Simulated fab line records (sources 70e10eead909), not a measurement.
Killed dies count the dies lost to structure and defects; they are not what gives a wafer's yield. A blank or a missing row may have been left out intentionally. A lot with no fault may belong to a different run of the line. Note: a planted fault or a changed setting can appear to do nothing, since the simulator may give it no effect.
Struck lot and sound lot, side by side ; flow nandHarc ; 41 steps out of a route of 1302
Sound: these wafers, L172.1, L172.2, L172.4. Wafers L188.1, L188.5, L188.6 were the ones struck. Last of all comes the cause.
At each step with rows: each side's tool, then ch and its chambers, then its first start. Under that, the readings that differ: sound wafers ; struck wafers ; difference of the means ; sigmas: that difference in standard deviations of wafers without a fault.
alike: a reading whose means differ by less than 2 such deviations, as well as words and numbers matching on both sides. not compared: withheld readings; readings where some wafer has no value; bounds like >300 that might hide an equal value; numbers whose values overlap and for which the record gives no deviation.
Wherever a step has rows on one side only, a row that says differs or no value, or a row with sigmas, the two part there. When numbers do not overlap yet have no deviation, they are printed without sigmas and do not part them. A reading that every wafer of one side lacks parts them only if that side has two wafers or more.

first, 8 steps without rows for these wafers: NHARC_P_M1_HMDS_02 (time 30 s); NHARC_P_M1_COAT_34 (time 65 s); NHARC_P_M1_COAT_03 (resist thk 90 nm); NHARC_P_M1_SOFTBAKE_04 (time 55 s); NHARC_P_M1_EBR_05; NHARC_P_M1_EXPOSE_06 (exposes mask P M1, target cd 130 nm); NHARC_P_M1_PEB_07 (peb time 65 s); NHARC_P_M1_DEVELOP_08 (develop time 35 s).
NHARC_P_M1_CD_MEAS_09: the cd target is 130 nm.
  sound on cdSem-01 ch 0, day 7 15:51; struck on cdSem-01 ch 0, day 14 04:58
  alike: cdNm
NHARC_P_M1_OVL_MEAS_10: pitch 260 nm.
  sound on overlay-02 at day 7 15:56; struck on overlay-02 at day 14 05:04
reading;sound;struck;difference;sigmas
overlayYNm (nm);-1.2 -1.8 -1.3;0.1 -0.1 0.2;+1.5;+2
  alike: overlayXNm
NHARC_P_M1_INSPECT_11:
  sound on defectInspect-02 at day 7 15:59; struck on defectInspect-02 at day 14 05:06
  alike: rawDefectCount
NHARC_P_M1_DESCUM_14: chemistry O2, time 3 s.
  sound on rieDiel-09 ch 0,1,2, day 7 16:03; struck on rieDiel-09 ch 0,3, day 14 05:10
  alike: drypumpMotorCurrentA, oesProductAu, rfVppV, showerheadPlenumPTorr, throttleValvePct
  not compared: rfHoursCounterH
NHARC_P_M1_ETCH_35: etches the open film in N2/H2, target depth 40 nm, overetch 12 nm, time 43.94 s.
  sound on rieDiel-09 ch 0,1,3, day 7 16:07; struck on rieDiel-09 ch 0,1,3, day 14 05:16
  alike: drypumpMotorCurrentA, oesProductAu, rfVppV, showerheadPlenumPTorr, throttleValvePct
  not compared: rfHoursCounterH
NHARC_P_M1_ETCH_15: etches the open film in C4F8/Ar, target depth 182.5 nm, time 91.2 s.
  sound: rieDiel-09 ch 0,1,3; struck: rieDiel-09 ch 0,2,3
  alike: oesProductAu, rfVppV
  not compared: rfHoursCounterH
NHARC_P_M1_CD_MEAS_16:
  sound on cdSem-03 at day 7 16:20; struck on cdSem-03 at day 14 05:28
  alike: cdNm
NHARC_P_M1_STRIP_18: strips in N2/H2.
  sound on rieDiel-10 ch 0,1,3, day 7 16:25; struck on rieDiel-10 ch 1,2,3, day 14 05:37
  alike: drypumpMotorCurrentA, oesProductAu, rfVppV, showerheadPlenumPTorr, throttleValvePct
  not compared: rfHoursCounterH
then, 7 steps without rows for these wafers: NHARC_P_M1_ETCH_28 (etches the open film in CF4/N2, target depth 30 nm, time 72.99 s); NHARC_P_M1_STRIP_19 (strips in post etch residue remover, time 600 s); NHARC_P_M1_DEGAS_29 (time 60 s); NHARC_P_M1_PRE_CLEAN_30 (time 30 s); NHARC_P_M1_PVD_20 (deposits TaN, target thk 5 nm, time 8.06 s); NHARC_P_M1_PVD_21 (deposits Cu, target thk 30 nm, time 20.49 s); NHARC_P_M1_ECD_22 (material Cu, target thk 400 nm).
NHARC_P_M1_ANNEAL_31: time 90 s.
  sound on rtpAnneal-02 ch 0, day 7 17:48; struck on rtpAnneal-01 ch 0, day 14 06:56
  alike: wafer_temp_C_max
then, 1 step without rows for these wafers: NHARC_P_M1_CMP_23 (polishes, t overpolish 20 s, target thk 157.82 nm).
NHARC_P_M1_THK_MEAS_24: measures by xrf.
  sound on filmMetro-01 at day 7 18:28; struck on filmMetro-02 at day 14 07:35
  alike: thkNm
then, 1 step without rows for these wafers: NHARC_P_M1_SRD_25.
NHARC_P_M1_PRE_CLEAN_32: time 12 s.
  sound on pecvd-03 ch 0,1, day 7 18:41; struck on pecvd-04 ch 0,1,2, day 14 07:50
  alike: heaterPowerW
then, 11 steps without rows for these wafers: NHARC_P_M1_DEP_33 (deposits SiCN, target thk 30 nm); NHARC_P_M2_DEP_00 (deposits SiOC, target thk 182.5 nm); NHARC_P_M2_DEHYDRATE_01 (time 120 s); NHARC_P_M2_HMDS_02 (time 30 s); NHARC_P_M2_COAT_34 (time 65 s); NHARC_P_M2_COAT_03 (resist thk 90 nm); NHARC_P_M2_SOFTBAKE_04 (time 55 s); NHARC_P_M2_EBR_05; NHARC_P_M2_EXPOSE_06 (exposes mask P M2, target cd 170 nm); NHARC_P_M2_PEB_07 (peb time 65 s); NHARC_P_M2_DEVELOP_08 (develop time 35 s).
NHARC_P_M2_CD_MEAS_09: the cd target is 170 nm.
  sound on cdSem-02 ch 0, day 7 19:53; struck on cdSem-03 ch 0, day 14 09:08
  alike: cdNm
-- break in the record here, with 18 days between the starts of the struck wafers on either side (left off in module P_M2, picked up again in module END, where the first step shown is number 1302 on the route) --
NHARC_END_SORT_01:
  sound on prober-02 ch 0, day 26 01:07; struck on prober-01 ch 0, day 32 04:13
reading;sound;struck;difference;sigmas
defectLimitedYield (%);91.6 92.9 92.2;77.4 75.2 73.4;-16.9;-6
killedAtPeriphery;8 5 5;87 68 94;+77;+35
killedDies;57 48 53;153 168 180;+114;+6
  alike: killedAtArray, killedAtOther, killedOpen, killedShort

## WHERE THEY PART
First at NHARC_P_M1_OVL_MEAS_10; last, within this record, at NHARC_END_SORT_01.

WHY: the cause the simulator had injected
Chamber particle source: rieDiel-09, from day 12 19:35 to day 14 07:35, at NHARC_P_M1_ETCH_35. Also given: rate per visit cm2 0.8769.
